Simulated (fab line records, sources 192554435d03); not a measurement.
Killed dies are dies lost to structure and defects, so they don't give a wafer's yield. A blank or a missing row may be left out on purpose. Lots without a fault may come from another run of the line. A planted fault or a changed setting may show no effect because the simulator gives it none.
Split-lot experiment | flow n5_finfet | 7 lots, 21 wafers read, on a route of 1938 steps

THE SPLIT
At N5_BEOL_M0_SAQP_PEB_12 (peb time 60 s), the setting peb_time_s was moved away from the recipe's 60 s on 4 of the 21 wafers read, by -14.5% to +19.9%. The other wafers ran this setting at the recipe's value.

FROM THE SPLIT TO THE READING: what the file shows between them, 1 step
- N5_BEOL_M0_SAQP_DEVELOP_13: develop time 30 s

THE READING
cd_nm, in nm, at N5_BEOL_M0_SAQP_CD_MEAS_14 (target cd 42.5 nm). Fault-free wafers of this fab line usually give 42.6 nm, standard deviation 0.34 nm.

wafer  | tool, chamber at the split | peb_time_s as run, s | against the recipe | cd_nm, nm | against lot-mates on the recipe
L075.1 | litho_track-04, 0          | 60                   | recipe             | 42.1      | -
L075.2 | litho_track-04, 0          | 60                   | recipe             | 42.7      | -
L075.4 | litho_track-04, 0          | 71.95                | +19.9%             | 39.3      | -3.1
L086.2 | litho_track-04, 0          | 60                   | recipe             | 42.0      | -
L086.3 | litho_track-04, 0          | 60                   | recipe             | 42.4      | -
L086.4 | litho_track-04, 0          | 60                   | recipe             | 42.3      | -
L087.2 | litho_track-01, 0          | 60                   | recipe             | 43.1      | -
L087.4 | litho_track-01, 0          | 60                   | recipe             | 42.4      | -
L087.5 | litho_track-01, 0          | 60                   | recipe             | 42.7      | -
L090.1 | litho_track-04, 0          | 51.27                | -14.5%             | 45.1      | +2.5
L090.3 | litho_track-04, 0          | 60                   | recipe             | 42.6      | -
L090.4 | litho_track-04, 0          | 51.27                | -14.5%             | 45.0      | +2.4
L091.1 | litho_track-01, 0          | 60                   | recipe             | 42.5      | -
L091.3 | litho_track-01, 0          | 60                   | recipe             | 42.9      | -
L091.5 | litho_track-01, 0          | 60                   | recipe             | 42.7      | -
L092.2 | litho_track-05, 0          | 60                   | recipe             | 42.4      | -
L092.3 | litho_track-05, 0          | 60                   | recipe             | 43.0      | -
L092.5 | litho_track-05, 0          | 60                   | recipe             | 43.2      | -
L093.1 | litho_track-04, 0          | 52.17                | -13.0%             | 44.8      | +2.7
L093.4 | litho_track-04, 0          | 60                   | recipe             | 41.9      | -
L093.5 | litho_track-04, 0          | 60                   | recipe             | 42.3      | -

THE FIT
A straight line over all 21 wafers: cd_nm changes by -0.168 nm for each +1% of peb_time_s; r = -0.96; the points scatter about the line by 0.35 nm.
The same after taking each lot's own level away (the mean of its wafers on the recipe; 21 wafers): -0.169 nm for each +1%; r = -0.98; scatter 0.26 nm.
On that fit, the largest move of peb_time_s shifts the reading by 3.4 nm.
The lots' own levels span 42.10 to 42.87 nm, that is 2.3 times the standard deviation above.
So the lot-to-lot level changes the slope little: the two slopes agree.
Check: with one of the wafers moved furthest among these (+19.9%) left out of the fit, the line predicts -3.57 nm for it against its lot-mates. It came out at -3.1 nm against them.

OTHER SPLITS ON THESE WAFERS
These wafers also went through other splits before the reading. Each is held against what the fit with the lots' levels taken away leaves over:
other split on the same wafers          | wafers away from the commonest value | r with cd_nm (lot level and that fit taken away)
N5_GATE_CUT_ETCH_36 cf4_flow_sccm       | 9                                    | -0.11
N5_MOL_CONTACT_COAG_ETCHBACK_135 time_s | 7                                    | +0.08
N5_MOL_CONTACT_COAG_COAT_64 spin_rpm    | 4                                    | +0.21

THE FILE'S OWN FIT
cd_nm changes by -0.171 nm for each +1% of peb_time_s, r = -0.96.
